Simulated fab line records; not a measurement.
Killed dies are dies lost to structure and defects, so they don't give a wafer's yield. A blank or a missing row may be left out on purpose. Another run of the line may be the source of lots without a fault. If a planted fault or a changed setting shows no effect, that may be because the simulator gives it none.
A struck lot beside a sound one    flow n5 finfet    16 out of 1938 route steps
Sound: wafers L373.1, L373.2, L373.3. The struck wafers were L387.3, L387.4, L387.5. At the end, the cause is stated.
Order at every step that has rows: each side's tool, ch and its chambers, its first start. Under that, the readings that differ: sound wafers    struck wafers    difference of the means    sigmas: that difference in standard deviations of wafers without a fault.
alike: readings whose means differ by less than 2 such deviations, and words and numbers that are the same on both sides. not compared: withheld readings, readings that some wafer has no value for, bounds like >300 that may hide the same value, and numbers for which the record gives no deviation and whose values overlap.
Wherever a step has rows on one side only, a row that says differs or no value, or a row with sigmas, the two part there. Numbers that don't overlap but have no deviation are shown without sigmas and don't part them. A reading missing from all wafers of one side parts the sides only when that side holds two or more wafers.

first, 2 steps without rows for these wafers: N5_BEOL_M3_STRIP_65 (strips in N2/H2); N5_BEOL_M3_STRIP_75 (strips in N2/H2).
N5_BEOL_M3_STRIP_66: strips in CF4.
  sound on rie diel-06 ch 0,2,3, day 7 07:25; struck on rie diel-06 ch 0,2,3, day 10 15:36
  alike: cf4 flow sccm, drypump motor current A, oes product au, rf vpp V, showerhead plenum p Torr, throttle valve pct
  not compared: rf hours counter h
N5_BEOL_M3_HM_OPEN_17: chemistry Cl2/BCl3, target TiN, target depth 20 nm, overetch 6 nm.
  sound on rie metal-02 ch 0,1, day 7 07:27; struck on rie metal-03 ch 0,1, day 10 15:40
  alike: drypump motor current A, oes_ar_750_au, oes product au, throttle valve pct
  not compared: rf hours counter h
N5_BEOL_M3_STRIP_19: strips in O2.
  sound on rie diel-01 ch 0,1,2, day 7 07:43; struck on rie diel-01 ch 1,2, day 10 15:45
  alike: drypump motor current A, oes product au, rf vpp V, showerhead plenum p Torr, throttle valve pct
  not compared: rf hours counter h
N5_BEOL_M3_CD_MEAS_18: pitch 36 nm, target cd 18 nm.
  sound: cd sem-02 at day 7 07:47; struck: cd sem-03 at day 10 15:49
  alike: cd nm
then, 6 steps without rows for these wafers: N5_BEOL_M3_COAT_67 (time 60 s, resist thk 60 nm); N5_BEOL_M3_COAT_68 (time 60 s, resist thk 12 nm); N5_BEOL_M3_COAT_76 (time 60 s, resist thk 5 nm); N5_BEOL_M3_COAT_22 (resist thk 30 nm); N5_BEOL_M3_EBR_24; N5_BEOL_M3_SOFTBAKE_23 (time 60 s).
N5_BEOL_M3_EXPOSE_25: exposes mask V2, defocus 5 nm.
  sound on euv scanner-01 ch 0, day 7 08:05; struck on euv scanner-02 ch 0, day 10 16:01
reading               sound              struck             difference  sigmas
exposure dose mJ cm2  63.06 63.07 63.00  64.90 64.79 64.84  +1.80       +24
  alike: mask
then, 1 step without rows for these wafers: N5_BEOL_M3_PEB_26 (peb time 60 s).
N5_BEOL_M4_RC_MEAS_101:
  sound on prober-01 ch 0, day 8 01:35; struck on prober-01 ch 0, day 11 06:44
reading        sound           struck          difference  sigmas
DIBL_P (mV/V)  37.9 38.5 36.5  34.5 35.7 33.5  -3.1        -2
  alike: DIBL_N, IOFF_N, IOFF_P, ION_N, ION_P, SS_N, SS_P, VT_N, VT_P
then, 1 step without rows for these wafers: N5_PASSIVATION_PROBE_49.

WHERE THEY PART
Last at N5_BEOL_M4_RC_MEAS_101 as far as this record goes, first at N5_BEOL_M3_EXPOSE_25.

WHY: whatever the simulator had introduced
Process parameters drifting: euv scanner-02 at N5_BEOL_M3_EXPOSE_25, beginning at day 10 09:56. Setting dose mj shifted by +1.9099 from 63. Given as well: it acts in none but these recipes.
